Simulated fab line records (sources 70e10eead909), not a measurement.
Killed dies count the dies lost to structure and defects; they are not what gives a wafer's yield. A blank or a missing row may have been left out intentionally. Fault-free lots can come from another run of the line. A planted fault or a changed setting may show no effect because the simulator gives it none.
fab line records    flow nand_harc
record: lots: 6  wafers: 18  last_day: 32
route steps=1302 shown P_M0@278 P_M1@285 END@1302
lots untouched by any fault: they come from a run of this same line in which no faults occurred
start_h: hours from the record's first day to the start of the lot's first wafer shown    wait_h: hours elapsed since this lot's preceding step    " same as the row above    L1.1+2: a row that stands for several wafers    - no value, or no start given    * or withheld: withheld    < > ~ a bound
route shown NAME@n: names a module that has steps shown in the file, with the first one's number in the route    usual: mean and standard deviation over wafers with no fault    same: alike in all rows    chamber/n: place in a boat    sites: per-site readings    _std_site: the standard deviation of these    _edge_site: inner sites' mean taken away from outer sites' mean    radius_mm: for every site, how far away it sits from the centre of the wafer    mask NAME#n: copy n    behind: the most recent tool/chamber to have shaped the wafer    hold: why the lot went on hold/how many hours it stayed there/how the hold came to an end    device: transistor that didn't switch, given as n, p or np    end of line: the route-end tests of the same wafers    a step without rows: its recipe alone    killed: dies that structure and defects cost at the first sort, which is not the same as the wafer's yield    map: dies across one wafer; x = killed, . = not, _ = none there
set.NAME: the setting as run; set.NAME@STEP: as run at that earlier step    model.NAME: the simulator's own value behind a step, which no gauge read
lots seen at some steps along the route; tables by step, rows by wafer
services: from which hour (start_h, from the record's first day; less than 0 if before it) a tool's chamber was out of use, for how many hours, and why
== steps ==
step: NHARC_P_M0_CMP_23
recipe: t_overpolish_s: 20  target_thk_nm: 117.54
usual: motor_current_A: 12.4/0.96  pad_life_wafers: 158/94  slurry_filter_dp_kPa: 13.49/0.13  time_to_endpoint_s: 31/3.3
lot.wafer  tool    chamber  start_h  wait_h  motor_current_A  pad_life_wafers  slurry_filter_dp_kPa  time_to_endpoint_s
L610.1     cmp-01  0        204.87   -       13.0             48               13.56                 32
L610.4     "       1        "        "       13.7             49               13.66                 35
L610.2     "       2        "        "       12.7             50               13.56                 33
L611.3     cmp-03  1        215.01   -       10.6             122              13.72                 32
L611.5     "       3        "        "       13.0             -                13.42                 32
L611.6     "       0        "        "       12.2             -                13.38                 27
L617.1     cmp-01  3        274.85   -       11.6             302              13.61                 32
L617.6     "       1        "        "       13.4             -                13.65                 36
L617.5     "       2        "        "       12.3             -                13.58                 35
L620.2     cmp-01  1        303.20   -       13.7             55               13.72                 37
L620.3     "       2        "        "       12.7             56               13.82                 33
L620.1     "       3        "        "       12.7             57               13.26                 27
L622.1     cmp-04  1        324.78   -       11.9             72               13.49                 27
L622.3     "       0        "        "       12.0             75               13.43                 34
L622.6     "       2        "        "       13.0             -                13.61                 31
L625.4     cmp-03  2        349.19   -       11.6             237              13.62                 29
L625.5     "       3        "        "       13.2             -                13.52                 30
L625.6     "       0        "        "       12.6             -                13.43                 24
step: NHARC_P_M0_THK_MEAS_24
recipe: thk_meas_gauge: xrf
usual: thk_nm: 118.4/1.6
lot.wafer  tool           chamber  start_h  wait_h  thk_nm
L610.1     film_metro-01  -        205.19   -       118.6
L610.2     "              -        "        "       119.9
L610.4     "              -        "        "       118.8
L611.3     film_metro-02  -        215.27   -       117.7
L611.5     "              -        "        "       118.9
L611.6     "              -        "        "       116.4
L617.1     film_metro-02  -        275.11   -       117.8
L617.5     "              -        "        "       121.1
L617.6     "              -        "        "       120.1
L620.1     film_metro-02  -        303.48   -       117.4
L620.2     "              -        "        "       121.6
L620.3     "              -        "        "       120.8
L622.1     film_metro-02  -        325.09   -       116.7
L622.3     "              -        "        "       118.7
L622.6     "              -        "        "       117.0
L625.4     film_metro-02  -        349.42   -       115.8
L625.5     "              -        "        "       116.6
L625.6     "              -        "        "       116.1
step: NHARC_P_M0_SRD_25
step: NHARC_P_M0_INSPECT_27
usual: raw_defect_count: 333/150
lot.wafer  tool               chamber  start_h  wait_h  raw_defect_count
L610.1     defect_inspect-01  -        205.34   0.0     274
L610.2     "                  -        "        "       275
L610.4     "                  -        "        "       176
L611.3     defect_inspect-01  -        215.43   0.0     499
L611.5     "                  -        "        "       887
L611.6     "                  -        "        "       517
L617.1     defect_inspect-02  -        275.27   0.0     394
L617.5     "                  -        "        "       269
L617.6     "                  -        "        "       312
L620.1     defect_inspect-01  -        303.64   0.0     448
L620.2     "                  -        "        "       623
L620.3     "                  -        "        "       675
L622.1     defect_inspect-01  -        325.25   0.0     487
L622.3     "                  -        "        "       536
L622.6     "                  -        "        "       389
L625.4     defect_inspect-02  -        349.58   0.0     675
L625.5     "                  -        "        "       495
L625.6     "                  -        "        "       630
step: NHARC_P_M0_PRE_CLEAN_31
recipe: time_s: 12  temp_c: 370  rf_power_w: 300  gas: NH3
usual: heater_power_outer_w: 370/48  heater_power_w: 628/65  rf_fwd_power_W: 292.6/0.98
lot.wafer  tool      chamber  start_h  wait_h  heater_power_outer_w  heater_power_w  rf_fwd_power_W
L610.2     pecvd-04  0        205.46   0.1     377                   646             291.2
L610.1     "         1        "        "       318                   526             291.6
L610.4     "         0        "        "       373                   660             291.6
L611.3     pecvd-04  0        215.52   0.1     376                   659             293.0
L611.6     "         1        "        "       316                   545             291.1
L611.5     "         2        "        "       383                   635             292.1
L617.1     pecvd-02  1        275.36   0.1     411                   667             292.4
L617.5     "         0        "        "       407                   693             291.5
L617.6     "         1        "        "       414                   677             293.1
L620.1     pecvd-03  0        303.70   0.1     337                   675             292.5
L620.2     "         1        "        "       395                   643             292.4
L620.3     "         2        "        "       394                   681             292.5
L622.1     pecvd-04  0        325.32   0.1     336                   610             294.6
L622.3     "         2        "        "       430                   675             293.0
L622.6     "         2        "        "       434                   658             292.6
L625.5     pecvd-04  2        349.68   0.1     496                   778             292.4
L625.4     "         0        "        "       415                   711             291.7
L625.6     "         1        "        "       348                   600             293.6
step: NHARC_P_M0_DEP_32
recipe: target_thk_a: 300  temp_c: 370  target_thk_nm: 30  pressure_torr: 3  flow_sccm: 200  rf_w: 450  material: SiCN
usual: heater_power_outer_w: 335/54  heater_power_w: 581/72  rf_fwd_power_W: 449.2/1.3
lot.wafer  tool      chamber  start_h  wait_h  heater_power_outer_w  heater_power_w  rf_fwd_power_W
L610.2     pecvd-04  0        205.56   0.1     409                   684             449.2
L610.1     "         1        "        "       268                   470             449.8
L610.4     "         0        "        "       400                   718             448.2
L611.3     pecvd-04  0        215.66   0.1     355                   628             449.0
L611.6     "         1        "        "       321                   525             449.0
L611.5     "         2        "        "       418                   686             449.0
L617.1     pecvd-02  1        275.50   0.1     337                   569             451.0
L617.5     "         0        "        "       376                   676             447.0
L617.6     "         1        "        "       329                   556             448.8
L620.1     pecvd-03  0        303.78   0.1     285                   594             450.9
L620.2     "         1        "        "       322                   535             448.4
L620.3     "         2        "        "       309                   546             450.8
L622.1     pecvd-04  0        325.40   0.1     361                   644             450.9
L622.3     "         2        "        "       493                   749             449.2
L622.6     "         2        "        "       498                   766             449.2
L625.5     pecvd-04  2        349.85   0.2     474                   722             449.7
L625.4     "         0        "        "       379                   648             449.2
L625.6     "         1        "        "       221                   433             450.3
step: NHARC_P_M1_DEP_00
recipe: target_thk_a: 1825  target_thk_nm: 182.5  temp_c: withheld  pressure_torr: 5  flow_sccm: 200  rf_w: 600  material: SiOC
step: NHARC_P_M1_DEHYDRATE_01
recipe: temp_c: 150  time_s: 120
step: NHARC_P_M1_HMDS_02
recipe: time_s: 30
step: NHARC_P_M1_COAT_34
recipe: temp_c: 200  time_s: 65
step: NHARC_P_M1_COAT_03
recipe: spin_rpm: 1500  resist_thk_nm: 90
step: NHARC_P_M1_SOFTBAKE_04
recipe: temp_c: 105  time_s: 55
usual: heater_power_total_W: 188.45/0.13  resist_line_temp_C: 22.97/0.11
lot.wafer  tool            chamber  start_h  wait_h  heater_power_total_W  resist_line_temp_C
L610.1     litho_track-01  0        206      -       188.47                22.92
L610.2     "               0        "        "       188.65                22.95
L610.4     "               0        "        "       188.58                22.88
L611.3     litho_track-06  0        216      -       188.34                22.97
L611.5     "               0        "        "       188.44                22.90
L611.6     "               0        "        "       188.69                22.90
L617.1     litho_track-06  0        276      -       180.98                22.92
L617.5     "               0        "        "       181.00                22.81
L617.6     "               0        "        "       180.94                22.88
L620.1     litho_track-06  0        304      -       181.11                22.93
L620.2     "               0        "        "       181.15                22.94
L620.3     "               0        "        "       181.05                22.97
L622.1     litho_track-01  0        326      -       188.48                22.82
L622.3     "               0        "        "       188.56                23.09
L622.6     "               0        "        "       188.41                22.85
L625.4     litho_track-04  0        350      -       188.31                23.04
L625.5     "               0        "        "       188.35                22.95
L625.6     "               0        "        "       188.37                23.00
step: NHARC_P_M1_EBR_05
step: NHARC_END_SORT_01
recipe: temp_c: 25
usual: defect_limited_yield: 92.7/2.6  killed_at_array: 45/18  killed_at_other: 0.9/1.3  killed_at_periphery: 3.7/2.2  killed_dies: 50/18  killed_open: 3.2/1.9  killed_short: 2.4/1.6  sort_bin_2_pct: 2.5/1.1  sort_bin_3_pct: 0.6/0.36  sort_bin_4_pct: 4.3/1.5  sort_n_pass: 627/18  sort_rim_yield_pct: 92/4.3  sort_yield_pct: 92.7/2.6
same: gross_dies: 677  sort_bin_5_pct[%]: 0  sort_bin_6_pct[%]: 0  sort_bin_7_pct[%]: 0  sort_bin_8_pct[%]: 0  sort_rim_n_gross: 106.00
lot.wafer  tool       chamber  start_h  wait_h  defect_limited_yield[%]  killed_at_array  killed_at_other  killed_at_periphery  killed_dies  killed_open  killed_short  sort_bin_2_pct[%]  sort_bin_3_pct[%]  sort_bin_4_pct[%]  sort_n_pass  sort_rim_yield_pct[%]  sort_yield_pct[%]
L610.1     prober-02  0        639.76   2.5     92.8                     45               1                3                    49           4            1             3.0                0.3                4.0                628          91                     92.8
L610.2     prober-02  0        640.57   2.8     90.7                     60               0                3                    63           5            4             2.2                0.7                6.4                614          97                     90.7
L610.4     prober-02  0        642.17   3.4     91.1                     54               2                4                    60           2            2             4.1                0.7                4.0                617          100                    91.1
L622.1     prober-01  0        762.26   2.5     96.9                     15               3                3                    21           3            3             0.9                0.3                1.9                656          94                     96.9
L622.3     prober-01  0        763.88   3.1     96.2                     21               3                2                    26           3            1             1.3                0.1                2.4                651          94                     96.2
L622.6     prober-01  0        766.30   4.0     94.4                     29               3                6                    38           8            5             1.6                0.4                3.5                639          92                     94.4
L620.1     prober-01  0        770.17   2.5     95.7                     19               3                7                    29           1            1             1.9                0.1                2.2                648          94                     95.7
L620.2     prober-01  0        770.97   2.8     94.7                     27               2                7                    36           0            2             2.4                0.3                2.7                641          93                     94.7
L620.3     prober-01  0        771.77   3.1     95.6                     24               1                5                    30           1            5             1.2                0.6                2.7                647          93                     95.6
L625.4     prober-02  0        776.21   3.4     88.0                     75               1                5                    81           5            1             4.1                0.7                7.1                596          90                     88.0
L625.5     prober-02  0        777.03   3.8     88.6                     74               1                2                    77           3            1             3.7                0.4                7.2                600          92                     88.6
L625.6     prober-02  0        777.85   4.1     93.1                     45               2                0                    47           3            0             2.4                0.4                4.1                630          87                     93.1
killed by level:class
L610.1 A_CHANNEL_HOLE_D1:chamber_film_flake=17 A_CHANNEL_HOLE_D2:chamber_film_flake=10 A_CONTACT:chamber_film_flake=8 A_M0:geometric_particle:open=2 A_CHANNEL_FILL_D2:chamber_film_flake=2 A_STAIRCASE:chamber_film_flake=2 P_M0:geometric_particle:open=1 A_ONON_D2:geometric_particle:open=1
L610.2 A_CHANNEL_HOLE_D1:chamber_film_flake=35 A_CHANNEL_HOLE_D2:chamber_film_flake=13 A_WL_FILL:geometric_particle:open=2 A_WL_FILL:geometric_particle:short=2 P_GATE:geometric_particle:open=1 A_DECK1_JOINT:geometric_particle:short=1 A_ONON_D2:geometric_particle:short=1 A_CONTACT:geometric_particle:open=1
L610.4 A_CHANNEL_HOLE_D1:chamber_film_flake=27 A_CHANNEL_HOLE_D2:chamber_film_flake=15 A_CONTACT:chamber_film_flake=5 P_M2:chamber_film_flake=3 THIN_TSV:chamber_film_flake=2 A_CHANNEL_FILL_D1:geometric_particle:short=1 A_ONON_D2:geometric_particle:short=1 A_WL_FILL:geometric_particle:open=1
L622.1 A_CONTACT:chamber_film_flake=3 THIN_TSV:chamber_film_flake=3 P_CONTACT:geometric_particle:open=2 A_CHANNEL_HOLE_D2:chamber_film_flake=2 A_SLIT:chamber_film_flake=2 A_WL_FILL:chamber_film_flake=2 P_CONTACT:geometric_particle:short=1 A_CHANNEL_FILL_D1:geometric_particle:short=1
L622.3 A_SLIT:chamber_film_flake=5 A_CONTACT:chamber_film_flake=5 A_CHANNEL_HOLE_D1:unspecified=3 THIN_TSV:chamber_film_flake=3 A_CHANNEL_FILL_D1:chamber_film_flake=2 A_M0:chamber_film_flake=2 P_CONTACT:geometric_particle:open=1 P_CONTACT:geometric_particle:short=1
L622.6 A_SLIT:chamber_film_flake=6 A_CONTACT:chamber_film_flake=5 P_CONTACT:geometric_particle:open=3 A_CHANNEL_HOLE_D1:unspecified=3 THIN_TSV:chamber_film_flake=3 A_ONON_D2:geometric_particle:short=2 A_M0:geometric_particle:open=2 A_CHANNEL_FILL_D1:chamber_film_flake=2
L620.1 A_CHANNEL_HOLE_D1:chamber_film_flake=6 A_CONTACT:chamber_film_flake=5 P_CONTACT:chamber_film_flake=3 A_STAIRCASE:chamber_film_flake=3 P_GATE:chamber_film_flake=2 THIN_TSV:chamber_film_flake=2 A_CHANNEL_FILL_D2:geometric_particle:open=1 A_M0:geometric_particle:short=1
L620.2 A_CHANNEL_HOLE_D1:chamber_film_flake=8 A_SLIT:chamber_film_flake=7 A_CONTACT:chamber_film_flake=4 A_DECK1_JOINT:chamber_film_flake=3 P_GATE:chamber_film_flake=2 P_M2:chamber_film_flake=2 THIN_TSV:chamber_film_flake=2 A_ONON_D1:geometric_particle:short=1
L620.3 A_CHANNEL_HOLE_D1:chamber_film_flake=10 A_SLIT:chamber_film_flake=7 P_GATE:chamber_film_flake=3 P_M0:geometric_particle:short=2 A_CHANNEL_FILL_D2:geometric_particle:short=2 A_CONTACT:chamber_film_flake=2 A_DECK1_JOINT:geometric_particle:short=1 A_M0:geometric_particle:open=1
L625.4 A_SLIT:chamber_film_flake=32 A_CHANNEL_HOLE_D2:chamber_film_flake=16 A_CHANNEL_HOLE_D1:chamber_film_flake=10 A_CONTACT:chamber_film_flake=10 P_STI:chamber_film_flake=2 A_STAIRCASE:chamber_film_flake=2 P_CONTACT:geometric_particle:short=1 A_CHANNEL_FILL_D1:geometric_particle:open=1
L625.5 A_SLIT:chamber_film_flake=25 A_CHANNEL_HOLE_D2:chamber_film_flake=24 A_CHANNEL_HOLE_D1:chamber_film_flake=11 A_CONTACT:chamber_film_flake=9 P_STI:geometric_particle:open=1 A_CHANNEL_HOLE_D1:geometric_particle:open=1 A_ONON_D2:geometric_particle:open=1 A_ONON_D2:geometric_particle:short=1
L625.6 A_SLIT:chamber_film_flake=13 A_CHANNEL_HOLE_D2:chamber_film_flake=12 A_CHANNEL_HOLE_D1:chamber_film_flake=10 A_CONTACT:chamber_film_flake=6 A_SGD_CUT:geometric_particle:open=1 A_CONTACT:geometric_particle:open=1 STARTING-WAFER:geometric_particle:open=1 A_CHANNEL_FILL_D1:chamber_film_flake=1
== services ==
tool            chamber  start_h  hours  kind
pecvd-03        -        185.08   13.0   pm
cmp-01          -        185.60   4.0    pm
pecvd-04        -        186.39   0.5    repair
litho_track-04  -        203.00   7.0    pm
cmp-01          -        206.19   2.3    repair
cmp-04          -        209.00   4.0    pm
pecvd-02        -        214.97   0.5    repair
cmp-04          -        216.19   0.8    repair
pecvd-03        -        221.00   0.6    repair
pecvd-02        -        227.13   13.0   pm
pecvd-04        -        237.23   0.7    repair
pecvd-03        -        237.40   2.7    repair
pecvd-03        -        255.86   0.9    repair
pecvd-04        -        269.41   13.0   pm
cmp-03          -        274.49   4.0    pm
pecvd-02        -        283.20   3.0    repair
cmp-01          -        283.60   4.0    pm
pecvd-02        1        293.40   53.9   repair
cmp-04          -        307.00   4.0    pm
cmp-03          -        307.95   0.4    repair
cmp-03          -        319.25   1.4    repair
cmp-01          -        321.21   1.8    repair
cmp-03          -        325.89   2.2    repair
litho_track-01  -        330.00   7.0    pm
== key ==
first_sign: step: NHARC_P_M1_SOFTBAKE_04  reading: heater_power_total_W  direction: down  sigmas: 59  usual: *  struck: *
effect none on later readings
met_at NHARC_P_M1_SOFTBAKE_04
struck_wafers L617.1,L617.5,L617.6,L620.1,L620.2,L620.3
onset_between 216 276
fault: kind: process_parameter_drift  tool: litho_track-06  chamber: -  onset_h: 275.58  steps: NHARC_P_M1_SOFTBAKE_04  channel: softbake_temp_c  offset: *  shape: step  end_h: 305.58  acts_in: *  stated: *
